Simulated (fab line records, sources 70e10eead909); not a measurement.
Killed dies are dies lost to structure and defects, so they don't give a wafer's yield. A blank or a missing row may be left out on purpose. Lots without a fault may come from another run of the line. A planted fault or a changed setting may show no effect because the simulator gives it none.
Chamber matching | flow nand_harc | NHARC_A_SLIT_DEP_25 on pecvd-02: 3 sister chambers
The step deposits SiO2, target thk 200 nm. 6 wafers are shown with their chamber, then 7 later ones without.

WAFERS WITH THEIR CHAMBER
wafer  | chamber | showerhead_vpp_V (V) | throttle_valve_pct (%)
L080.6 | 1       | 1701                 | 17.0
L085.1 | 2       | 1710                 | 17.3
L085.3 | 0       | 1935                 | 16.1
L085.4 | 2       | 1680                 | 17.2
L086.2 | 1       | 1758                 | 17.1
L086.5 | 0       | 1951                 | 15.8

WAFERS WITHOUT THEIR CHAMBER
wafer  | showerhead_vpp_V (V) | throttle_valve_pct (%)
L086.6 | 1693                 | 17.0
L084.1 | 1960                 | 15.8
L084.4 | 1945                 | 16.0
L084.6 | 1684                 | 17.1
L094.2 | 1713                 | 16.6
L094.3 | 1680                 | 17.1
L094.4 | 1745                 | 17.0

WHICH CHAMBER EACH WENT THROUGH
wafer  | from the rows above     | in truth
L086.6 | can't be placed: 1 or 2 | 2
L084.1 | 0                       | 0
L084.4 | 0                       | 0
L084.6 | can't be placed: 2 or 1 | 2
L094.2 | can't be placed: 1 or 2 | 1
L094.3 | can't be placed: 2 or 1 | 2
L094.4 | can't be placed: 1 or 2 | 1
Placed correctly: 2 of 7. Can't be placed from these rows: 5 (the true chamber is among the candidates in 5). Placed wrongly: 0.
How it was worked out, from the rows above alone: a wafer's distance from a chamber is the root of the sum, over the readings, of the square of ((its reading less the chamber's mean) divided by the reading's scatter). The wafer belongs to the nearest chamber; if the next one is less than 2 further off, it can't be placed. A chamber's mean is the mean of its shown wafers. The scatter: the root of (the sum of the squares of (reading less its chamber's mean) over the shown wafers, divided by (wafers less chambers)).
